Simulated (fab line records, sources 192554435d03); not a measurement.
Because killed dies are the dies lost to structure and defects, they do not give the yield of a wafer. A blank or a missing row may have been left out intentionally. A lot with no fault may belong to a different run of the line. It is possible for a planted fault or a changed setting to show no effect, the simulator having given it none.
Comparing a struck lot with a sound one || flow n5-finfet || 15 steps out of a route of 1938
Sound: these wafers, L875.2, L875.5, L875.6. Struck: wafer L889.1 (L889.2, L889.6, from the same lot, were not struck and are left out); the cause is given at the end.
Per side, at each step with rows, come the tool, then ch with its chambers, and then its first start. Under that, the readings that differ: sound wafers || struck wafers || difference of the means || sigmas: that difference in standard deviations of wafers without a fault.
alike: readings whose means differ by less than 2 such deviations, and words and numbers that are the same on both sides. not compared: withheld readings, readings that some wafer has no value for, bounds like >300 that may hide the same value, and numbers for which the record gives no deviation and whose values overlap.
Wherever a step has rows on one side only, a row that says differs or no value, or a row with sigmas, the two part there. Numbers that don't overlap but have no deviation are shown without sigmas and don't part them. A reading missing from all wafers of one side parts the sides only when that side holds two or more wafers.

first, 1 step without rows for these wafers: N5_BEOL_M0_SAQP_SRD_93 (time 30 s).
N5_BEOL_M0_SAQP_RECESS_114: chemistry HF/NH3, target SiO2, target depth 14.4 nm, afs cycles 3, sublimation time 60 s.
  sound on vapor-etch-02 ch 0,1, day 6 04:58; struck on vapor-etch-02 ch 1, day 9 10:59
  alike: drypump-motor-current-A, temp-c
then, 1 step without rows for these wafers: N5_BEOL_M0_SAQP_SPACER1_ALD_98 (deposits SiO2, target thk 12.8 nm, pulse time 1 s, purge time 2 s).
N5_BEOL_M0_SAQP_SPACER1_ETCHBACK_99: etches SiO2 in CHF3/O2, target depth 15.4 nm, time 7.7 s.
  sound on rie-diel-01 ch 1,2, day 6 05:49; struck on rie-diel-03 ch 3, day 9 11:52
{"reading": "CHF3_flow_sccm (sccm)", "sound": "50.01 49.98 50.09", "struck": 49.62, "difference": -0.41, "sigmas": -3}
{"reading": "oes-product-au (a.u.)", "sound": "0.69 0.68 0.69", "struck": 0.91, "difference": "+0.22", "sigmas": "+2"}
{"reading": "throttle-valve-pct (%)", "sound": "19.23 19.25 19.25", "struck": 18.58, "difference": -0.66, "sigmas": -3}
  alike: drypump-motor-current-A, rf-vpp-V, showerhead-plenum-p-Torr
  not compared: rf-hours-counter-h
then, 1 step without rows for these wafers: N5_BEOL_M0_SAQP_MANDREL1_REMOVE_100 (chemistry HBr/Cl2/O2, target a-Si, stops on SiNx, bt time 10 s).
N5_BEOL_M0_SAQP_CD_MEAS_25 targets a cd of 13.1 nm.
  sound on cd-sem-02 ch 0, day 6 06:01; struck on cd-sem-03 ch 0, day 9 12:06
  alike: cd-nm
then, 1 step without rows for these wafers: N5_BEOL_M0_SAQP_ETCH_101 (etches SiNx in CH3F/O2, target depth 29.9 nm, time 42.7 s).
N5_BEOL_M0_SAQP_ETCH_102: etches SiO2 in CF4, target depth 4 nm, time 4.4 s.
  sound on rie-si-06 ch 1,2,3, day 6 06:10; struck on rie-si-02 ch 0, day 9 12:15
  alike: drypump-motor-current-A, oes-product-au, throttle-valve-pct
  not compared: rf-hours-counter-h
N5_BEOL_M0_SAQP_MANDREL_ETCH_103: etches a-Si in HBr/Cl2, stops on SiCN, target depth 45 nm, bt time 10 s, time 27 s.
  sound on rie-si-06 ch 1,2,3, day 6 06:11; struck on rie-si-02 ch 0, day 9 12:17
  alike: drypump-motor-current-A, oes-product-au, throttle-valve-pct
  not compared: rf-hours-counter-h
then, 2 steps without rows for these wafers: N5_BEOL_M0_SAQP_RECESS_104 (chemistry HF/NH3, target SiO2, target depth 18 nm, afs cycles 3, sublimation time 60 s); N5_BEOL_M0_SAQP_COAT_105 (time 60 s, resist thk 100 nm).
N5_BEOL_M0_SAQP_ETCH_106: etches SOC in N2/H2, stops on SiNx, target depth 150 nm.
  sound on rie-diel-01 ch 0,1,3, day 6 06:49; struck on rie-diel-01 ch 0, day 9 12:49
  alike: drypump-motor-current-A, oes-product-au, rf-vpp-V, showerhead-plenum-p-Torr, throttle-valve-pct
  not compared: rf-hours-counter-h
N5_BEOL_M0_SAQP_ETCH_107: etches SiNx in CH3F/O2, target depth 30 nm.
  sound on rie-diel-01 ch 0,1,3, day 6 06:52; struck on rie-diel-01 ch 0, day 9 12:52
{"reading": "oes-product-au (a.u.)", "sound": "0.68 0.80 1.01", "struck": 1.18, "difference": "+0.35", "sigmas": "+3"}
{"reading": "model.BEOL_M0_SAQP.feature-depth-nm (nm)", "sound": "29.4 30.6 30.4", "struck": 44.6, "difference": "+14.5", "sigmas": ""}
{"reading": "model.SOC_of_BEOL_M0_SAQP_COAT_105.thk-nm (nm)", "sound": "14.4 11.6 10.4", "struck": 5.8, "difference": -6.3, "sigmas": ""}
  alike: CH3F_flow_sccm, drypump-motor-current-A, rf-vpp-V, showerhead-plenum-p-Torr, throttle-valve-pct
  not compared: rf-hours-counter-h
then, 1 step without rows for these wafers: N5_BEOL_M0_SAQP_STRIP_108 (strips in N2/H2).
-- a jump in the record: the struck wafers' starts before and after are 3 days apart (it breaks off in module BEOL_M0_SAQP and resumes in module BEOL_M4, where the first step shown is number 1111 of the route) --
N5_BEOL_M4_RC_MEAS_101:
  sound on prober-02 ch 0, day 8 15:05; struck on prober-01 ch 0, day 12 05:11
{"reading": "DIBL_N (mV/V)", "sound": "34.8 35.7 36.3", "struck": 39.0, "difference": "+3.4", "sigmas": "+2"}
{"reading": "VT_P (mV)", "sound": "-249.1 -247.9 -244.8", "struck": -255.0, "difference": -7.7, "sigmas": -3}
  alike: DIBL_P, IOFF_N, IOFF_P, ION_N, ION_P, SS_N, SS_P, VT_N

## WHERE THEY PART
At N5_BEOL_M0_SAQP_SPACER1_ETCHBACK_99 first; at N5_BEOL_M4_RC_MEAS_101 last (within this record only).

WHY: what had been put in by the simulator
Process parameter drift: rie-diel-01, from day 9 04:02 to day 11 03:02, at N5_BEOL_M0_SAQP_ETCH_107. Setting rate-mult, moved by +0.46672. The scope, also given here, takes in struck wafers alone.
